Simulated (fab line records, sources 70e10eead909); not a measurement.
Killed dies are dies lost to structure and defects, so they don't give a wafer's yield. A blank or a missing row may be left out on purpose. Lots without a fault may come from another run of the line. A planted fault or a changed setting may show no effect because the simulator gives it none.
fab line records | flow nand_harc
record lots=5 wafers=15 last_day=34
route steps=1302 shown P_ZERO_WELL@5
lots that met no fault: from a run of the same line without faults
start_h: hours from the record's first day to the start of the lot's first wafer shown | wait_h: hours since the lot's step before | " the same as in the row above | L1.1+2: a row that stands for several wafers | - no value, or no start given | * or withheld: withheld | < > ~ a bound
route shown NAME@n: a module of which the file shows steps, and the number in the route of the first | usual: mean/standard deviation of fault-free wafers | same: alike in all rows | chamber/n: place in a boat | sites: the reading at each site | _std_site: their standard deviation | _edge_site: outer sites' mean less inner sites' | radius_mm: how far each site lies from the wafer's centre | mask NAME#n: copy n | behind: the tool/chamber that last shaped the wafer | hold: why the lot was held/for how many hours/how that ended | device: the transistor (n, p or np) that didn't switch | end of line: the same wafers' tests at the end of the route | a step without rows: its recipe alone | killed: dies lost to structure and defects at the first sort, not the wafer's yield | map: a wafer's dies, x killed, . not, _ none there
set.NAME: the setting as run; set.NAME@STEP: as run at that earlier step | model.NAME: the simulator's own value behind a step, which no gauge read
lots at some steps of the route; a table a step, a row a wafer
services: from which hour (start_h, from the record's first day; less than 0 if before it) a tool's chamber was out of use, for how many hours, and why
## steps
# step NHARC_P_ZERO_WELL_DEHYDRATE_03
# recipe temp_c=150 time_s=120
# usual exhaust_pa=44.8/0.75
# columns lot.wafer tool chamber start_h wait_h exhaust_pa
L076.3 litho_track-07 0 40.82 - 43.5
L076.4 " 0 " " 44.2
L076.5 " 0 " " 44.8
L082.2 litho_track-05 0 100.79 - 44.9
L082.5 " 0 " " 44.0
L082.6 " 0 " " 43.9
L084.1 litho_track-03 0 120.81 - 45.0
L084.2 " 0 " " 44.1
L084.6 " 0 " " 44.4
L093.1 litho_track-05 0 210.80 - 45.4
L093.3 " 0 " " 44.6
L093.6 " 0 " " 45.3
L097.3 litho_track-03 0 250.80 - 44.7
L097.4 " 0 " " 45.1
L097.6 " 0 " " 45.3
# step NHARC_P_ZERO_WELL_HMDS_04
# recipe time_s=30
# usual exhaust_pa=44.9/0.87
# columns lot.wafer tool chamber start_h wait_h exhaust_pa
L076.3 litho_track-07 0 - - 44.1
L076.4 " 0 " " 44.3
L076.5 " 0 " " 44.2
L082.2 litho_track-05 0 - - 44.3
L082.5 " 0 " " 45.8
L082.6 " 0 " " 43.6
L084.1 litho_track-03 0 - - 44.4
L084.2 " 0 " " 44.6
L084.6 " 0 " " 45.1
L093.1 litho_track-05 0 - - 46.2
L093.3 " 0 " " 44.7
L093.6 " 0 " " 44.6
L097.3 litho_track-03 0 - - 44.0
L097.4 " 0 " " 44.0
L097.6 " 0 " " 44.5
# step NHARC_P_ZERO_WELL_COAT_64
# recipe temp_c=200 time_s=65
# usual exhaust_pa=45.0/0.91
# columns lot.wafer tool chamber start_h wait_h exhaust_pa
L076.3 litho_track-07 0 - - 43.5
L076.4 " 0 " " 44.3
L076.5 " 0 " " 42.9
L082.2 litho_track-05 0 - - 45.7
L082.5 " 0 " " 44.5
L082.6 " 0 " " 44.6
L084.1 litho_track-03 0 - - 43.5
L084.2 " 0 " " 45.2
L084.6 " 0 " " 46.3
L093.1 litho_track-05 0 - - 46.2
L093.3 " 0 " " 46.1
L093.6 " 0 " " 46.0
L097.3 litho_track-03 0 - - 46.3
L097.4 " 0 " " 45.0
L097.6 " 0 " " 44.9
# step NHARC_P_ZERO_WELL_COAT_05
# recipe spin_rpm=2000 resist_thk_nm=600
# usual exhaust_pa=44.8/0.91
# columns lot.wafer tool chamber start_h wait_h exhaust_pa
L076.3 litho_track-07 0 - - 46.9
L076.4 " 0 " " 46.8
L076.5 " 0 " " 45.8
L082.2 litho_track-05 0 - - 45.4
L082.5 " 0 " " 44.7
L082.6 " 0 " " 44.2
L084.1 litho_track-03 0 - - 45.3
L084.2 " 0 " " 46.3
L084.6 " 0 " " 45.0
L093.1 litho_track-05 0 - - 44.9
L093.3 " 0 " " 43.7
L093.6 " 0 " " 44.7
L097.3 litho_track-03 0 - - 45.5
L097.4 " 0 " " 44.6
L097.6 " 0 " " 44.3
# step NHARC_P_ZERO_WELL_SOFTBAKE_06
# recipe temp_c=125 time_s=70
# usual exhaust_pa=44.7/0.77
# columns lot.wafer tool chamber start_h wait_h exhaust_pa
L076.3 litho_track-07 0 - - 44.6
L076.4 " 0 " " 44.1
L076.5 " 0 " " 45.2
L082.2 litho_track-05 0 - - 44.8
L082.5 " 0 " " 45.4
L082.6 " 0 " " 45.1
L084.1 litho_track-03 0 - - 44.7
L084.2 " 0 " " 45.2
L084.6 " 0 " " 45.8
L093.1 litho_track-05 0 - - 43.9
L093.3 " 0 " " 45.9
L093.6 " 0 " " 44.1
L097.3 litho_track-03 0 - - 44.2
L097.4 " 0 " " 44.1
L097.6 " 0 " " 44.3
# step NHARC_P_ZERO_WELL_EBR_07
# usual exhaust_pa=44.9/0.87
# columns lot.wafer tool chamber start_h wait_h exhaust_pa
L076.3 litho_track-07 0 - - 44.3
L076.4 " 0 " " 44.1
L076.5 " 0 " " 44.7
L082.2 litho_track-05 0 - - 46.1
L082.5 " 0 " " 44.6
L082.6 " 0 " " 46.2
L084.1 litho_track-03 0 - - 45.0
L084.2 " 0 " " 46.2
L084.6 " 0 " " 45.4
L093.1 litho_track-05 0 - - 45.4
L093.3 " 0 " " 45.4
L093.6 " 0 " " 45.7
L097.3 litho_track-03 0 - - 44.9
L097.4 " 0 " " 45.7
L097.6 " 0 " " 45.5
# step NHARC_P_ZERO_WELL_EXPOSE_08
# recipe na=0.55 target_cd_nm=500 dose_mj=33.8 mask_id=P_ZERO
# usual exposure_dose_mJ_cm2=33.75/0.036 stage_vel_mm_s=500.02/0.25
# columns lot.wafer tool chamber start_h wait_h mask exposure_dose_mJ_cm2 stage_vel_mm_s
L076.3 krf_scanner-03 0 41.00 - P_ZERO#0 33.77 500.05
L076.4 " 0 " " P_ZERO#0 33.69 500.04
L076.5 " 0 " " P_ZERO#0 33.79 500.30
L082.2 krf_scanner-02 0 101.09 - P_ZERO#0 33.78 499.74
L082.5 " 0 " " P_ZERO#0 33.81 500.03
L082.6 " 0 " " P_ZERO#0 33.77 499.85
L084.1 krf_scanner-04 0 120.97 - P_ZERO#0 33.71 499.91
L084.2 " 0 " " P_ZERO#0 33.76 500.05
L084.6 " 0 " " P_ZERO#0 33.79 499.62
L093.1 krf_scanner-02 0 211.09 - P_ZERO#0 33.77 499.89
L093.3 " 0 " " P_ZERO#0 33.72 500.02
L093.6 " 0 " " P_ZERO#0 33.76 500.10
L097.3 krf_scanner-04 0 251.10 - P_ZERO#0 33.78 500.28
L097.4 " 0 " " P_ZERO#0 33.72 499.85
L097.6 " 0 " " P_ZERO#0 33.77 499.85
# step NHARC_P_ZERO_WELL_PEB_09
# recipe peb_temp_c=128 peb_time_s=80
# usual exhaust_pa=45.1/0.87
# columns lot.wafer tool chamber start_h wait_h exhaust_pa
L076.3 litho_track-05 0 41.06 0.1 44.5
L076.4 " 0 " " 45.4
L076.5 " 0 " " 45.7
L082.2 litho_track-05 0 101.15 0.1 45.6
L082.5 " 0 " " 43.8
L082.6 " 0 " " 44.4
L084.1 litho_track-03 0 121.04 0.1 45.2
L084.2 " 0 " " 46.9
L084.6 " 0 " " 45.4
L093.1 litho_track-07 0 211.16 0.1 45.1
L093.3 " 0 " " 44.8
L093.6 " 0 " " 46.2
L097.3 litho_track-05 0 251.16 0.1 46.9
L097.4 " 0 " " 45.6
L097.6 " 0 " " 47.4
# step NHARC_P_ZERO_WELL_DEVELOP_10
# recipe time_s=50 dev_temp_c=22
# usual exhaust_pa=45.1/0.82
# columns lot.wafer tool chamber start_h wait_h exhaust_pa
L076.3 litho_track-05 0 - - 44.3
L076.4 " 0 " " 43.8
L076.5 " 0 " " 43.7
L082.2 litho_track-05 0 - - 43.2
L082.5 " 0 " " 44.6
L082.6 " 0 " " 44.9
L084.1 litho_track-03 0 - - 45.2
L084.2 " 0 " " 45.4
L084.6 " 0 " " 45.0
L093.1 litho_track-07 0 - - 46.3
L093.3 " 0 " " 45.1
L093.6 " 0 " " 44.6
L097.3 litho_track-05 0 - - 45.7
L097.4 " 0 " " 45.0
L097.6 " 0 " " 45.1
# step NHARC_P_ZERO_WELL_CD_MEAS_11
# recipe target_cd_nm=500 landing_energy_ev=500
# usual cd_nm=500.5/1.9
# columns lot.wafer tool chamber start_h wait_h cd_nm
L076.3 cd_sem-02 0 41.14 - 500.5
L076.4 " 0 " " 495.5
L076.5 " 0 " " 497.0
L082.2 cd_sem-02 0 101.24 - 503.2
L082.5 " 0 " " 501.0
L082.6 " 0 " " 501.4
L084.1 cd_sem-03 0 121.12 - 500.0
L084.2 " 0 " " 499.4
L084.6 " 0 " " 500.0
L093.1 cd_sem-02 0 211.24 - 502.3
L093.3 " 0 " " 500.0
L093.6 " 0 " " 499.6
L097.3 cd_sem-03 0 251.25 - 500.2
L097.4 " 0 " " 503.7
L097.6 " 0 " " 498.7
# step NHARC_P_ZERO_WELL_HARDBAKE_12
# recipe temp_c=118 time_s=65
# usual exhaust_pa=45.1/0.97
# columns lot.wafer tool chamber start_h wait_h exhaust_pa
L076.3 litho_track-05 0 41.22 - 45.7
L076.4 " 0 " " 46.7
L076.5 " 0 " " 46.3
L082.2 litho_track-05 0 101.32 - 46.6
L082.5 " 0 " " 46.4
L082.6 " 0 " " 44.9
L084.1 litho_track-07 0 121.20 - 43.1
L084.2 " 0 " " 43.1
L084.6 " 0 " " 44.7
L093.1 litho_track-03 0 211.32 - 45.1
L093.3 " 0 " " 44.5
L093.6 " 0 " " 44.1
L097.3 litho_track-03 0 251.33 - 46.3
L097.4 " 0 " " 46.2
L097.6 " 0 " " 46.0
# step NHARC_P_ZERO_WELL_DESCUM_13
# recipe time_s=3 o2_flow_sccm=200 ar_flow_sccm=0 bias_power_w=0 chemistry=O2
# usual drypump_motor_current_A=6.0/0.47 oes_product_au=1.003/0.0094 rf_vpp_V=57.7/0.87 showerhead_plenum_p_Torr=1.91/0.074 throttle_valve_pct=11.311/0.0086
# columns lot.wafer tool chamber start_h wait_h drypump_motor_current_A oes_product_au rf_hours_counter_h rf_vpp_V showerhead_plenum_p_Torr throttle_valve_pct
L076.3 rie_diel-03 1 41.31 - 5.6 0.987 35 58.0 2.01 11.302
L076.4 " 2 " " 6.6 1.005 33 56.4 1.82 11.321
L076.5 " 1 " " 5.6 1.006 - 58.7 2.01 11.310
L082.2 rie_diel-05 2 101.40 - 5.8 1.004 13 57.7 1.89 11.312
L082.5 " 1 " " 6.2 0.993 - 57.7 2.02 11.304
L082.6 " 2 " " 5.9 1.000 - 56.7 1.89 11.312
L084.1 rie_diel-03 0 121.30 - 5.7 0.999 2 57.2 1.97 11.309
L084.2 " 1 " " 5.6 1.007 2 58.5 2.01 11.321
L084.6 " 3 " " 6.3 1.016 - 58.8 1.94 11.319
L093.1 rie_diel-05 0 211.41 - 6.7 1.003 48 56.3 1.79 11.313
L093.3 " 1 " " 6.2 1.003 45 57.4 2.01 11.313
L093.6 " 0 " " 6.7 1.008 - 57.1 1.79 11.306
L097.4 rie_diel-02 3 251.41 - 6.1 1.006 12 58.4 1.91 11.323
L097.3 " 0 " " 5.6 0.989 16 57.8 1.97 11.323
L097.6 " 2 " " 6.0 0.995 - 57.6 1.81 11.321
## services
# columns tool chamber start_h hours kind
krf_scanner-04 - 33.09 1.3 repair
rie_diel-02 3 35.71 4.8 repair
rie_diel-02 - 39.70 9.0 pm
rie_diel-05 3 43.36 10.7 repair
krf_scanner-02 - 43.52 0.2 repair
rie_diel-05 0 44.80 4.6 repair
krf_scanner-03 - 52.00 4.0 pm
rie_diel-05 - 52.83 9.0 pm
krf_scanner-02 - 65.76 0.6 repair
rie_diel-03 1 67.25 18.6 repair
litho_track-07 - 76.00 7.0 pm
rie_diel-03 3 78.72 6.5 repair
krf_scanner-02 - 94.00 4.0 pm
litho_track-03 - 100.00 7.0 pm
rie_diel-03 - 104.30 9.0 pm
litho_track-05 - 124.00 7.0 pm
krf_scanner-02 - 149.05 2.5 repair
rie_diel-05 2 161.92 3.4 repair
krf_scanner-04 - 171.78 1.4 repair
krf_scanner-04 - 182.00 4.0 pm
rie_diel-03 1 214.80 2.8 repair
rie_diel-05 - 229.85 9.0 pm
rie_diel-05 - 243.11 18.7 repair
litho_track-07 - 251.00 7.0 pm
## key
fault none
